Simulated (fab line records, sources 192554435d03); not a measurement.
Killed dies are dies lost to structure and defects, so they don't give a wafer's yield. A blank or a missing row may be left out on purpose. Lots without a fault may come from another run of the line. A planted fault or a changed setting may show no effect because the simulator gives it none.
Chamber matching | flow n5_finfet | N5_BEOL_M12_CMP_49 on cmp-04: 4 sister chambers
The step polishes, stops on SiOC, t overpolish 20.6 s, target thk 320 nm. 24 wafers are shown with their chamber, then 12 later ones without.

WAFERS WITH THEIR CHAMBER
wafer  | chamber | motor_current_A (A) | clearing_platen_down_force_psi (psi) | overpolish_run_s (s)
L074.1 | 0       | 6.0                 | 1.502                                | 20.598
L074.2 | 2       | 7.2                 | 1.497                                | 20.586
L074.3 | 3       | 6.5                 | 1.498                                | 20.599
L078.3 | 2       | 7.1                 | 1.501                                | 20.588
L078.4 | 0       | 6.2                 | 1.498                                | 20.589
L078.5 | 0       | 5.7                 | 1.501                                | 20.606
L079.1 | 3       | 6.8                 | 1.501                                | 20.597
L079.2 | 2       | 7.2                 | 1.498                                | 20.591
L079.6 | 0       | 5.7                 | 1.505                                | 20.604
L080.2 | 0       | 6.0                 | 1.501                                | 20.584
L080.3 | 3       | 6.9                 | 1.506                                | 20.599
L080.4 | 2       | 7.2                 | 1.497                                | 20.601
L081.4 | 2       | 6.9                 | 1.496                                | 20.605
L081.5 | 1       | 5.1                 | 1.494                                | 20.600
L081.6 | 0       | 6.1                 | 1.502                                | 20.615
L082.2 | 0       | 6.0                 | 1.502                                | 20.583
L082.4 | 1       | 5.3                 | 1.498                                | 20.606
L082.6 | 0       | 5.9                 | 1.498                                | 20.589
L088.1 | 1       | 5.7                 | 1.499                                | 20.605
L088.2 | 3       | 6.9                 | 1.504                                | 20.607
L088.6 | 3       | 6.8                 | 1.506                                | 20.598
L089.1 | 3       | 6.6                 | 1.504                                | 20.592
L089.4 | 0       | 5.6                 | 1.499                                | 20.587
L089.6 | 1       | 5.3                 | 1.505                                | 20.604

SIGNATURES (means of the wafers above)
reading                        | chamber 0 | chamber 1 | chamber 2 | chamber 3 | scatter within a chamber
motor_current_A                | 5.911     | 5.350     | 7.120     | 6.750     | 0.19
clearing_platen_down_force_psi | 1.50089   | 1.49900   | 1.49780   | 1.50317   | 0.00289
overpolish_run_s               | 20.59500  | 20.60375  | 20.59420  | 20.59867  | 0.00845
Rule: a wafer's distance from a chamber is the root of the sum, over the readings, of the square of ((its reading less the chamber's mean) divided by the reading's scatter). The wafer belongs to the nearest chamber; if the next one is less than 2 further off, it can't be placed. The scatter: the root of (the sum of the squares of (reading less its chamber's mean) over the shown wafers, divided by (wafers less chambers)).

WAFERS WITHOUT THEIR CHAMBER
wafer  | motor_current_A (A) | clearing_platen_down_force_psi (psi) | overpolish_run_s (s)
L092.2 | 5.8                 | 1.494                                | 20.597
L092.3 | 7.0                 | 1.505                                | 20.610
L092.6 | 7.3                 | 1.506                                | 20.592
L093.1 | 6.7                 | 1.496                                | 20.608
L093.5 | 6.5                 | 1.495                                | 20.601
L093.6 | 7.4                 | 1.506                                | 20.603
L095.1 | 5.3                 | 1.500                                | 20.595
L095.4 | 6.8                 | 1.502                                | 20.592
L095.5 | 5.3                 | 1.500                                | 20.612
L097.1 | 6.9                 | 1.502                                | 20.607
L097.4 | 6.0                 | 1.497                                | 20.613
L097.5 | 7.1                 | 1.500                                | 20.607

WHICH CHAMBER EACH WENT THROUGH
wafer  | from the rows above          | in truth
L092.2 | can't be placed: 0 or 1      | 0
L092.3 | can't be placed: 3 or 2      | 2
L092.6 | can't be placed: 2 or 3      | 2
L093.1 | can't be placed: 3 or 2      | 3
L093.5 | can't be placed: 3 or 2 or 0 | 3
L093.6 | can't be placed: 2 or 3      | 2
L095.1 | 1                            | 1
L095.4 | can't be placed: 3 or 2      | 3
L095.5 | 1                            | 1
L097.1 | can't be placed: 3 or 2      | 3
L097.4 | can't be placed: 0 or 1      | 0
L097.5 | can't be placed: 2 or 3      | 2
Placed correctly: 2 of 12. Can't be placed from these rows: 10 (the true chamber is among the candidates in 10). Placed wrongly: 0.
